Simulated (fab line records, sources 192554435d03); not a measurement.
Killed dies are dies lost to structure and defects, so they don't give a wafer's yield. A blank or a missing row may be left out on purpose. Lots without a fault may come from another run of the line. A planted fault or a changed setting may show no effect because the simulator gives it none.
A struck lot beside a sound one | flow n5_finfet | 14 steps out of a route of 1938
Sound: wafers L665.4, L665.5, L665.6. Struck: wafers L676.3, L676.4, L676.5. The cause comes at the end.
At each step with rows: each side's tool, then ch and its chambers, then its first start. Under that, the readings that differ: sound wafers | struck wafers | difference of the means | sigmas: that difference in standard deviations of wafers without a fault.
alike: readings whose means differ by less than 2 such deviations, and words and numbers that are the same on both sides. not compared: withheld readings, readings that some wafer has no value for, bounds like >300 that may hide the same value, and numbers for which the record gives no deviation and whose values overlap.
The two part at a step that has a row with sigmas, a row that says differs or no value, or rows on one side only. Numbers that don't overlap but have no deviation are shown without sigmas and don't part them. A reading that every wafer of one side lacks parts them only if that side has two wafers or more.

N5_HKMG_FIN_STRIP_69: strips in N2/H2, time 360 s.
  sound on plasma_asher-02 ch 0,1, day 5 13:34; struck on plasma_asher-02 ch 0,1, day 8 08:41
  alike: drypump_motor_current_A, heater_power_w
  not compared: rf_hours_counter_h
then, 1 step without rows for these wafers: N5_HKMG_FIN_ALD_21 (deposits TiN, target thk 1.5 nm, pulse time 1 s, purge time 3 s).
N5_HKMG_FIN_ALD_72: deposits W, target thk 2 nm, pulse time 1 s, purge time 2 s.
  sound on cvd_w-02 ch 0,1, day 5 14:12; struck on cvd_w-02 ch 0,1, day 8 09:19
  alike: heater_power_w, precursor_pulse_height_rel
N5_HKMG_FIN_W_FILL_22: material W, target thk 60 nm, time 18.2 s.
  sound on cvd_w-02 ch 0,1, day 5 14:15; struck on cvd_w-02 ch 0,1, day 8 09:22
  alike: heater_power_w, throttle_valve_pct
then, 2 steps without rows for these wafers: N5_HKMG_FIN_PRECLEAN_83 (cleans in DIW, time 57.5 s); N5_HKMG_FIN_SRD_84 (dry time 32 s).
N5_HKMG_FIN_CMP_23: polishes, stops on SiNx, t overpolish 10 s, target thk 46.326 nm.
  sound on cmp-02 ch 1,2,3, day 5 14:31; struck on cmp-04 ch 0,1,2, day 8 09:28
  alike: motor_current_A, overpolish_run_s, retaining_ring_pressure_frac, time_to_endpoint_s
then, 1 step without rows for these wafers: N5_HKMG_FIN_CMP_94 (polishes, stops on SiNx, t overpolish 4.7 s, target thk 43.299 nm).
N5_HKMG_FIN_INSPECT_28: inspects for defects (darkfield).
  sound on defect_inspect-02, day 5 15:04; struck on defect_inspect-01, day 8 10:11
  alike: raw_defect_count
N5_GATE_CUT_ETCHBACK_00: etches W in SF6/Cl2.
  sound on rie_metal-02 ch 0,1, day 5 15:08; struck on rie_metal-01 ch 0,1, day 8 10:16
  reading               | sound          | struck         | difference | sigmas
  oes_product_au (a.u.) | 0.94 0.94 0.92 | 0.70 0.76 0.71 | -0.21      | -2
  alike: SF6_flow_sccm, bias_w, chamber_pressure_mTorr, drypump_motor_current_A, mfc_cl2_sccm, rf_fwd_power_W, throttle_valve_pct
  not compared: rf_hours_counter_h
then, 1 step without rows for these wafers: N5_GATE_CUT_ETCH_56 (etches TiN in Cl2/Ar, target depth 21.6 nm).
N5_GATE_CUT_ETCHBACK_30: etches TiN in Cl2/Ar, target depth 3 nm.
  sound on rie_metal-02 ch 0,1, day 5 15:19; struck on rie_metal-01 ch 0,1, day 8 10:26
  no value came back on the struck wafers for any of 7 readings (bias_w (W), chamber_pressure_mTorr (mTorr) and others); on the sound wafers bias_w (W) reads 60.01 60.03 60.36
  not compared: rf_hours_counter_h
then, 2 steps without rows for these wafers: N5_GATE_CUT_VAPOR_ETCH_60 (etches HfO2 in BCl3/Cl2); N5_PASSIVATION_PROBE_49.

WHERE THEY PART
First at N5_GATE_CUT_ETCHBACK_00; last, within this record, at N5_GATE_CUT_ETCHBACK_30.

WHY: what the simulator had put in
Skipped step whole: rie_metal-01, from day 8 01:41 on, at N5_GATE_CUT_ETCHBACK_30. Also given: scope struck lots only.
